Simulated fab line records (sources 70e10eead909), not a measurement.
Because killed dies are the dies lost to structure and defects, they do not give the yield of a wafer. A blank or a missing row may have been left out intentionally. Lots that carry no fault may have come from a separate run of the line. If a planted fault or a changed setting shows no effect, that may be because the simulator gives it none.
Which tool is to blame? | flow nandHarc | 24 lots, 72 wafers sampled, at 6 steps of a route of 1159

== WHAT EACH GAUGE READ, for each wafer ==
The record holds no reading of a measuring or inspecting step that can be judged against a usual standard deviation.

== EACH LOT AND THE TOOL THAT RAN IT (in order: tool; ch and the chambers of the sampled wafers; start) ==
lot  | NHARC_A_CHANNEL_FILL_D1_ETCHBACK_08          | NHARC_A_STAIRCASE_DEP_156       | NHARC_A_STAIRCASE_DESCUM_168      | NHARC_A_STAIRCASE_ETCH_190    | NHARC_A_STAIRCASE_ETCH_223    | NHARC_A_STAIRCASE_ETCH_225
L074 | rieDiel-07 ch 1,2, day 11 03:19 or earlier   | pecvd-02 ch 0,2, day 11 03:19   | rieDiel-12 ch 0,1, day 11 04:17   | rieDiel-12 ch 2,3, no start   | rieDiel-10 ch 1,3, no start   | rieDiel-10 ch 2,3, no start
L076 | rieDiel-08 ch 0,1, day 11 07:44 or earlier   | pecvd-02 ch 0,1, day 11 07:44   | rieDiel-12 ch 0,1, day 11 08:43   | rieDiel-01 ch 1,2, no start   | rieDiel-10 ch 0,1,2, no start | rieDiel-10 ch 0,1,2, no start
L075 | rieDiel-08 ch 0,3, day 11 07:34 or earlier   | pecvd-02 ch 0,1, day 11 07:34   | rieDiel-01 ch 0,2, day 11 08:25   | rieDiel-01 ch 0,1,3, no start | rieDiel-01 ch 0,1, no start   | rieDiel-01 ch 0,2,3, no start
L079 | rieDiel-08 ch 0,3, day 11 14:41 or earlier   | pecvd-02 ch 0,2, day 11 14:41   | rieDiel-01 ch 0,1,3, day 11 15:34 | rieDiel-10 ch 0,2, no start   | rieDiel-01 ch 0,1,2, no start | rieDiel-01 ch 1,3, no start
L077 | rieDiel-11 ch 0,3, day 11 14:45 or earlier   | pecvd-01 ch 0,2, day 11 14:45   | rieDiel-10 ch 2,3, day 11 15:43   | rieDiel-12 ch 1,2, no start   | rieDiel-12 ch 1,2, no start   | rieDiel-12 ch 1,2,3, no start
L080 | rieDiel-08 ch 0,1,3, day 11 18:15 or earlier | pecvd-03 ch 1,2, day 11 18:15   | rieDiel-12 ch 0,2,3, day 11 19:27 | rieDiel-12 ch 1,2,3, no start | rieDiel-10 ch 2,3, no start   | rieDiel-10 ch 0,1, no start
L078 | rieDiel-07 ch 0,1,3, day 11 18:13 or earlier | pecvd-02 ch 0,1,2, day 11 18:13 | rieDiel-12 ch 1,2,3, day 11 19:15 | rieDiel-10 ch 1,2, no start   | rieDiel-12 ch 2,3, no start   | rieDiel-12 ch 1,2, no start
L081 | rieDiel-08 ch 1,3, day 12 08:04 or earlier   | pecvd-02 ch 0,1,2, day 12 08:04 | rieDiel-01 ch 0,2,3, day 12 09:02 | rieDiel-10 ch 1,2, no start   | rieDiel-10 ch 1,3, no start   | rieDiel-10 ch 0,1,3, no start
L082 | rieDiel-08 ch 0,2,3, day 12 21:29 or earlier | pecvd-02 ch 1,2, day 12 21:29   | rieDiel-10 ch 0,2, day 12 22:35   | rieDiel-12 ch 1,3, no start   | rieDiel-10 ch 1,2,3, no start | rieDiel-10 ch 1,2,3, no start
L083 | rieDiel-07 ch 1,2,3, day 12 21:26 or earlier | pecvd-03 ch 1,2, day 12 21:26   | rieDiel-12 ch 1,3, day 12 22:25   | rieDiel-01 ch 0,2,3, no start | rieDiel-12 ch 0,2,3, no start | rieDiel-12 ch 0,1,3, no start
L084 | rieDiel-08 ch 0,3, day 13 10:15 or earlier   | pecvd-01 ch 0,1, day 13 10:15   | rieDiel-10 ch 2,3, day 13 11:16   | rieDiel-10 ch 1,2,3, no start | rieDiel-12 ch 0,3, no start   | rieDiel-12 ch 2,3, no start
L087 | rieDiel-07 ch 0,2,3, day 13 19:13 or earlier | pecvd-01 ch 1,2, day 13 19:13   | rieDiel-01 ch 0,3, day 13 20:21   | rieDiel-12 ch 0,1,3, no start | rieDiel-12 ch 0,1,2, no start | rieDiel-12 ch 1,2, no start
L086 | rieDiel-08 ch 0,2, day 13 19:14 or earlier   | pecvd-02 ch 0,2, day 13 19:14   | rieDiel-01 ch 2,3, day 13 20:31   | rieDiel-10 ch 0,1,2, no start | rieDiel-10 ch 2,3, no start   | rieDiel-10 ch 0,3, no start
L085 | rieDiel-11 ch 0,1, day 13 19:14 or earlier   | pecvd-03 ch 0,1, day 13 19:14   | rieDiel-12 ch 0,1,2, day 13 20:13 | rieDiel-10 ch 0,1,2, no start | rieDiel-12 ch 1,2,3, no start | rieDiel-12 ch 0,1,2, no start
L089 | rieDiel-08 ch 0,1, day 14 11:29 or earlier   | pecvd-02 ch 0,2, day 14 11:29   | rieDiel-01 ch 0,1,2, day 14 12:28 | rieDiel-12 ch 0,2,3, no start | rieDiel-01 ch 1,2,3, no start | rieDiel-01 ch 0,2,3, no start
L088 | rieDiel-07 ch 0,1,2, day 14 11:20 or earlier | pecvd-02 ch 1,2, day 14 11:20   | rieDiel-10 ch 1,2, day 14 12:08   | rieDiel-10 ch 0,1,2, no start | rieDiel-10 ch 2,3, no start   | rieDiel-10 ch 2,3, no start
L091 | rieDiel-08 ch 0,1,3, day 14 16:18 or earlier | pecvd-01 ch 1,2, day 14 16:18   | rieDiel-12 ch 1,2,3, day 14 17:28 | rieDiel-12 ch 1,2,3, no start | rieDiel-01 ch 0,1,2, no start | rieDiel-01 ch 0,1,2, no start
L090 | rieDiel-07 ch 0,1,2, day 14 16:10 or earlier | pecvd-02 ch 0,1, day 14 16:10   | rieDiel-01 ch 0,1, day 14 17:14   | rieDiel-10 ch 0,3, no start   | rieDiel-10 ch 0,3, no start   | rieDiel-10 ch 0,1,2, no start
L093 | rieDiel-11 ch 1,2,3, day 14 22:30 or earlier | pecvd-03 ch 0,2, day 14 22:30   | rieDiel-10 ch 0,2,3, day 14 23:22 | rieDiel-10 ch 0,1, no start   | rieDiel-10 ch 0,1,3, no start | rieDiel-10 ch 1,2, no start
L092 | rieDiel-07 ch 0,2,3, day 14 22:40 or earlier | pecvd-01 ch 0,1,2, day 14 22:40 | rieDiel-01 ch 0,1,3, day 14 23:44 | rieDiel-01 ch 0,1, no start   | rieDiel-10 ch 0,1, no start   | rieDiel-10 ch 2,3, no start
L094 | rieDiel-08 ch 0,1,2, day 15 13:25 or earlier | pecvd-01 ch 0,2, day 15 13:25   | rieDiel-01 ch 1,2, day 15 14:25   | rieDiel-01 ch 0,1, no start   | rieDiel-12 ch 0,1, no start   | rieDiel-12 ch 0,1,2, no start
L096 | rieDiel-08 ch 0,1,2, day 15 13:40 or earlier | pecvd-03 ch 0,1,2, day 15 13:40 | rieDiel-10 ch 1,2,3, day 15 14:39 | rieDiel-12 ch 0,1,2, no start | rieDiel-10 ch 1,2,3, no start | rieDiel-10 ch 0,2,3, no start
L095 | rieDiel-07 ch 0,1,2, day 15 13:46 or earlier | pecvd-01 ch 1,2, day 15 13:46   | rieDiel-10 ch 0,1,3, day 15 14:50 | rieDiel-12 ch 1,2, no start   | rieDiel-01 ch 0,2,3, no start | rieDiel-01 ch 1,2, no start
L097 | rieDiel-07 ch 0,2, day 16 18:57 or earlier   | pecvd-03 ch 0,1,2, day 16 18:57 | rieDiel-10 ch 0,2,3, day 16 19:48 | rieDiel-01 ch 0,1,3, no start | rieDiel-10 ch 0,1,2, no start | rieDiel-10 ch 0,2,3, no start
- NHARC_A_CHANNEL_FILL_D1_ETCHBACK_08: etches the open film in C4F8, target depth 220 nm, time 110 s.
- NHARC_A_STAIRCASE_DEP_156: deposits SiNx, target thk 50 nm.
- NHARC_A_STAIRCASE_DESCUM_168: chemistry O2, time 3 s.
- NHARC_A_STAIRCASE_ETCH_190: etches the open film in C4F8/O2, target depth 100 nm, time 40.5 s.
- NHARC_A_STAIRCASE_ETCH_223: etches the open film in C4F8/O2, target depth 100 nm, time 40.5 s.
- NHARC_A_STAIRCASE_ETCH_225: etches the open film in C4F8/O2, target depth 100 nm, time 40.5 s.

== WHAT THE TOOLS THEMSELVES READ (means of the sampled wafers that have a number; where no wafer has one, the mark that the record gives instead) ==
NHARC_A_CHANNEL_FILL_D1_ETCHBACK_08.
lot  | tool       | oesProductAu (a.u.) | rfVppV (V)
L074 | rieDiel-07 | 0.92                | 442.6
L076 | rieDiel-08 | 0.99                | 443.2
L075 | rieDiel-08 | 0.92                | 443.8
L079 | rieDiel-08 | 0.93                | 444.5
L077 | rieDiel-11 | 0.98                | 443.1
L080 | rieDiel-08 | 0.92                | 443.3
L078 | rieDiel-07 | 1.00                | 440.4
L081 | rieDiel-08 | 0.92                | 442.9
L082 | rieDiel-08 | 0.92                | 443.5
L083 | rieDiel-07 | 1.00                | 443.9
L084 | rieDiel-08 | 0.93                | 443.9
L087 | rieDiel-07 | 0.96                | 440.9
L086 | rieDiel-08 | 1.00                | 443.8
L085 | rieDiel-11 | 0.92                | 444.7
L089 | rieDiel-08 | 1.01                | 444.7
L088 | rieDiel-07 | 1.00                | 441.4
L091 | rieDiel-08 | 1.00                | 443.5
L090 | rieDiel-07 | 0.93                | 440.4
L093 | rieDiel-11 | 0.93                | 441.6
L092 | rieDiel-07 | 0.93                | 440.6
L094 | rieDiel-08 | 0.98                | 445.2
L096 | rieDiel-08 | 0.99                | 444.3
L095 | rieDiel-07 | 0.92                | 441.8
L097 | rieDiel-07 | 0.93                | 443.3

NHARC_A_STAIRCASE_DEP_156.
lot  | tool     | heaterPowerW (W) | showerheadVppV (V)
L074 | pecvd-02 | 772              | 1314
L076 | pecvd-02 | 717              | 1332
L075 | pecvd-02 | 719              | 1319
L079 | pecvd-02 | 754              | 1320
L077 | pecvd-01 | 622              | 1171
L080 | pecvd-03 | 776              | 1313
L078 | pecvd-02 | 773              | 1320
L081 | pecvd-02 | 811              | 1320
L082 | pecvd-02 | 751              | 1307
L083 | pecvd-03 | 780              | 1323
L084 | pecvd-01 | 743              | 1257
L087 | pecvd-01 | 661              | 1287
L086 | pecvd-02 | 737              | 1321
L085 | pecvd-03 | 795              | 1324
L089 | pecvd-02 | 730              | 1322
L088 | pecvd-02 | 756              | 1305
L091 | pecvd-01 | 587              | 1220
L090 | pecvd-02 | 719              | 1322
L093 | pecvd-03 | 782              | 1308
L092 | pecvd-01 | 646              | 1242
L094 | pecvd-01 | 656              | 1185
L096 | pecvd-03 | 753              | 1326
L095 | pecvd-01 | 637              | 1288
L097 | pecvd-03 | 776              | 1315

NHARC_A_STAIRCASE_DESCUM_168.
lot  | tool       | drypumpMotorCurrentA (A) | oesProductAu (a.u.) | rfVppV (V) | showerheadPlenumPTorr (Torr) | throttleValvePct (%)
L074 | rieDiel-12 | 5.3                      | 0.996               | 57.9       | 2.04                         | 11.309
L076 | rieDiel-12 | 5.3                      | 1.000               | 58.0       | 2.03                         | 11.313
L075 | rieDiel-01 | 6.4                      | 1.002               | 56.8       | 1.83                         | 11.307
L079 | rieDiel-01 | 6.1                      | 1.006               | 58.4       | 1.91                         | 11.314
L077 | rieDiel-10 | 5.2                      | 1.013               | 56.9       | 1.84                         | 11.304
L080 | rieDiel-12 | 5.3                      | 1.000               | 57.9       | 1.97                         | 11.312
L078 | rieDiel-12 | 5.1                      | 1.006               | 58.2       | 1.95                         | 11.317
L081 | rieDiel-01 | 6.4                      | 1.011               | 58.4       | 1.90                         | 11.303
L082 | rieDiel-10 | 5.4                      | 0.992               | 57.1       | 1.83                         | 11.310
L083 | rieDiel-12 | 5.3                      | 1.012               | 59.3       | 2.05                         | 11.307
L084 | rieDiel-10 | 5.2                      | 1.002               | 58.4       | 1.83                         | 11.314
L087 | rieDiel-01 | 6.3                      | 1.006               | 57.5       | 1.85                         | 11.315
L086 | rieDiel-01 | 6.4                      | 0.999               | 57.9       | 1.97                         | 11.314
L085 | rieDiel-12 | 5.2                      | 1.008               | 57.6       | 1.95                         | 11.308
L089 | rieDiel-01 | 6.2                      | 1.005               | 57.6       | 1.87                         | 11.314
L088 | rieDiel-10 | 5.5                      | 1.004               | 57.2       | 1.80                         | 11.311
L091 | rieDiel-12 | 5.2                      | 1.008               | 57.1       | 1.94                         | 11.313
L090 | rieDiel-01 | 6.1                      | 1.001               | 57.2       | 1.82                         | 11.315
L093 | rieDiel-10 | 5.3                      | 1.001               | 57.2       | 1.84                         | 11.314
L092 | rieDiel-01 | 6.1                      | 1.007               | 57.5       | 1.90                         | 11.306
L094 | rieDiel-01 | 5.9                      | 1.006               | 58.7       | 1.92                         | 11.307
L096 | rieDiel-10 | 5.4                      | 0.999               | 57.1       | 1.82                         | 11.317
L095 | rieDiel-10 | 5.5                      | 0.999               | 57.3       | 1.84                         | 11.307
L097 | rieDiel-10 | 5.3                      | 1.004               | 57.0       | 1.84                         | 11.312

NHARC_A_STAIRCASE_ETCH_190.
lot  | tool       | oesProductAu (a.u.) | rfVppV (V)
L074 | rieDiel-12 | 0.950               | 894
L076 | rieDiel-01 | 0.935               | 897
L075 | rieDiel-01 | 0.940               | 896
L079 | rieDiel-10 | 0.944               | 892
L077 | rieDiel-12 | 0.945               | 892
L080 | rieDiel-12 | 0.940               | 899
L078 | rieDiel-10 | 0.932               | 889
L081 | rieDiel-10 | 0.939               | 890
L082 | rieDiel-12 | 0.946               | 903
L083 | rieDiel-01 | 0.937               | 894
L084 | rieDiel-10 | 0.947               | 891
L087 | rieDiel-12 | 0.947               | 904
L086 | rieDiel-10 | 0.936               | 890
L085 | rieDiel-10 | 0.954               | 890
L089 | rieDiel-12 | 0.945               | 900
L088 | rieDiel-10 | 0.946               | 889
L091 | rieDiel-12 | 0.941               | 898
L090 | rieDiel-10 | 0.952               | 893
L093 | rieDiel-10 | 0.947               | 889
L092 | rieDiel-01 | 0.948               | 889
L094 | rieDiel-01 | 0.948               | 894
L096 | rieDiel-12 | 0.938               | 898
L095 | rieDiel-12 | 0.921               | 893
L097 | rieDiel-01 | 0.936               | 895

NHARC_A_STAIRCASE_ETCH_223.
lot  | tool       | oesProductAu (a.u.) | rfVppV (V)
L074 | rieDiel-10 | 0.951               | 891
L076 | rieDiel-10 | 0.949               | 890
L075 | rieDiel-01 | 0.946               | 894
L079 | rieDiel-01 | 0.934               | 894
L077 | rieDiel-12 | 0.941               | 897
L080 | rieDiel-10 | 0.938               | 892
L078 | rieDiel-12 | 0.945               | 900
L081 | rieDiel-10 | 0.935               | 890
L082 | rieDiel-10 | 0.947               | 891
L083 | rieDiel-12 | 0.946               | 899
L084 | rieDiel-12 | 0.928               | 906
L087 | rieDiel-12 | 0.935               | 898
L086 | rieDiel-10 | 0.949               | 890
L085 | rieDiel-12 | 0.931               | 897
L089 | rieDiel-01 | 0.950               | 898
L088 | rieDiel-10 | 0.942               | 892
L091 | rieDiel-01 | 0.950               | 893
L090 | rieDiel-10 | 0.943               | 893
L093 | rieDiel-10 | 0.931               | 892
L092 | rieDiel-10 | 0.941               | 890
L094 | rieDiel-12 | 0.951               | 902
L096 | rieDiel-10 | 0.944               | 889
L095 | rieDiel-01 | 0.945               | 895
L097 | rieDiel-10 | 0.937               | 889

NHARC_A_STAIRCASE_ETCH_225.
lot  | tool       | oesProductAu (a.u.) | rfVppV (V)
L074 | rieDiel-10 | 0.940               | 891
L076 | rieDiel-10 | 0.931               | 890
L075 | rieDiel-01 | 0.947               | 895
L079 | rieDiel-01 | 0.944               | 901
L077 | rieDiel-12 | 0.940               | 898
L080 | rieDiel-10 | 0.938               | 891
L078 | rieDiel-12 | 0.941               | 892
L081 | rieDiel-10 | 0.932               | 892
L082 | rieDiel-10 | 0.957               | 891
L083 | rieDiel-12 | 0.945               | 905
L084 | rieDiel-12 | 0.938               | 893
L087 | rieDiel-12 | 0.947               | 896
L086 | rieDiel-10 | 0.948               | 893
L085 | rieDiel-12 | 0.942               | 898
L089 | rieDiel-01 | 0.940               | 895
L088 | rieDiel-10 | 0.941               | 892
L091 | rieDiel-01 | 0.950               | 894
L090 | rieDiel-10 | 0.939               | 890
L093 | rieDiel-10 | 0.931               | 889
L092 | rieDiel-10 | 0.947               | 892
L094 | rieDiel-12 | 0.947               | 898
L096 | rieDiel-10 | 0.945               | 892
L095 | rieDiel-01 | 0.949               | 895
L097 | rieDiel-10 | 0.941               | 891

== THE ANSWER, worked out from the rows above alone ==
Rule: usual is defined by the lots themselves. The widest of any qualifying gaps counts: lots, ordered by their means at a reading, are off when they make up no more than a third of the lots, leave a main group of 4 or more, and stand apart from it by 3 or more times the standard deviation of that group's means. The tables above print the reading to a certain number of digits; a main group whose means all agree to those digits is not used. A lot without any number at a reading at which 4 lots or more have one is off too. The other lots that the step has rows for count as sound. The gauges are gone through in route order, then the tools' own readings, and for those a lot's mean is taken as printed above. At the first step where some lot is off, the reading lying furthest off is the one used; lots without a number count as furthest.
Nothing can be told from this: no lot is off at any reading shown.

== WHAT THE SIMULATOR HAD INSERTED ==
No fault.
